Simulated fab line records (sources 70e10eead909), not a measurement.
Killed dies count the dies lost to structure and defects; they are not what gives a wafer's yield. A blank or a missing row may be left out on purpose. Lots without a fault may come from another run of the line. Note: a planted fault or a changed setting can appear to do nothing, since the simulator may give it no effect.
Comparing a struck lot with a sound one || flow nand-harc || 14 out of 1302 route steps
Sound: these wafers, L772.1, L772.2, L772.4. The struck wafers were L765.3, L765.5, L765.6. At the end, the cause is stated.
At each step with rows: each side's tool, then ch and its chambers, then its first start. Under that, the readings that differ: sound wafers || struck wafers || difference of the means || sigmas: that difference in standard deviations of wafers without a fault.
alike: readings whose means differ by less than 2 such deviations, and words and numbers that are the same on both sides. not compared: withheld readings, readings that some wafer has no value for, bounds like >300 that may hide the same value, and numbers for which the record gives no deviation and whose values overlap.
Wherever a step has rows on one side only, a row that says differs or no value, or a row with sigmas, the two part there. Numbers that don't overlap but have no deviation are shown without sigmas and don't part them. A reading that every wafer of one side lacks parts them only if that side has two wafers or more.

first, 8 steps without rows for these wafers: NHARC_P_M2_HMDS_02 (time 30 s); NHARC_P_M2_COAT_34 (time 65 s); NHARC_P_M2_COAT_03 (resist thk 90 nm); NHARC_P_M2_SOFTBAKE_04 (time 55 s); NHARC_P_M2_EBR_05; NHARC_P_M2_EXPOSE_06 (exposes mask P M2, target cd 170 nm); NHARC_P_M2_PEB_07 (peb time 65 s); NHARC_P_M2_DEVELOP_08 (develop time 35 s).
NHARC_P_M2_CD_MEAS_09: the cd target is 170 nm.
  sound on cd-sem-01 ch 0, day 12 10:23; struck on cd-sem-03 ch 0, day 9 14:14
  alike: cd-nm
NHARC_P_M2_OVL_MEAS_10: pitch 340 nm.
  sound on overlay-01 at day 12 10:29; struck on overlay-02 at day 9 14:19
{"reading": "overlay-x-nm (nm)", "sound": "0.7 0.1 0.7", "struck": "-1.3 -1.2 -1.6", "difference": -1.9, "sigmas": -2}
  alike: overlay-y-nm
NHARC_P_M2_INSPECT_11:
  sound on defect-inspect-02 at day 12 10:31; struck on defect-inspect-01 at day 9 14:22
  alike: raw-defect-count
NHARC_P_M2_DESCUM_14: chemistry O2, time 3 s.
  sound on rie-diel-07 ch 0,1,2, day 12 10:34; struck on rie-diel-03 ch 1,2,3, day 9 14:26
  alike: drypump-motor-current-A, oes-product-au, rf-vpp-V, showerhead-plenum-p-Torr, throttle-valve-pct
  not compared: rf-hours-counter-h
NHARC_P_M2_ETCH_35: etches the open film in N2/H2, target depth 40 nm, overetch 12 nm, time 43.94 s.
  sound on rie-diel-07 ch 0,2,3, day 12 10:40; struck on rie-diel-03 ch 0,1, day 9 14:30
  no value came back on the struck wafers for any of 9 readings (bias-w (W), chamber-pressure-mTorr (mTorr) and others); on the sound wafers bias-w (W) reads 150.4 150.8 150.2
NHARC_P_M2_ETCH_15: etches the open film in C4F8/Ar, target depth 182.5 nm, time 91.2 s.
  sound on rie-diel-07 ch 1,2,3; struck on rie-diel-03 ch 1,2, day 9 14:36
  alike: bias-w, chamber-pressure-mTorr, oes-product-au, rf-vpp-V
  not compared: rf-hours-counter-h

## WHERE THEY PART
Earliest at NHARC_P_M2_OVL_MEAS_10; latest, in this record, at NHARC_P_M2_ETCH_35. Later steps at which nothing parts them and some readings are alike: NHARC_P_M2_ETCH_15.

WHY: what had been put in by the simulator
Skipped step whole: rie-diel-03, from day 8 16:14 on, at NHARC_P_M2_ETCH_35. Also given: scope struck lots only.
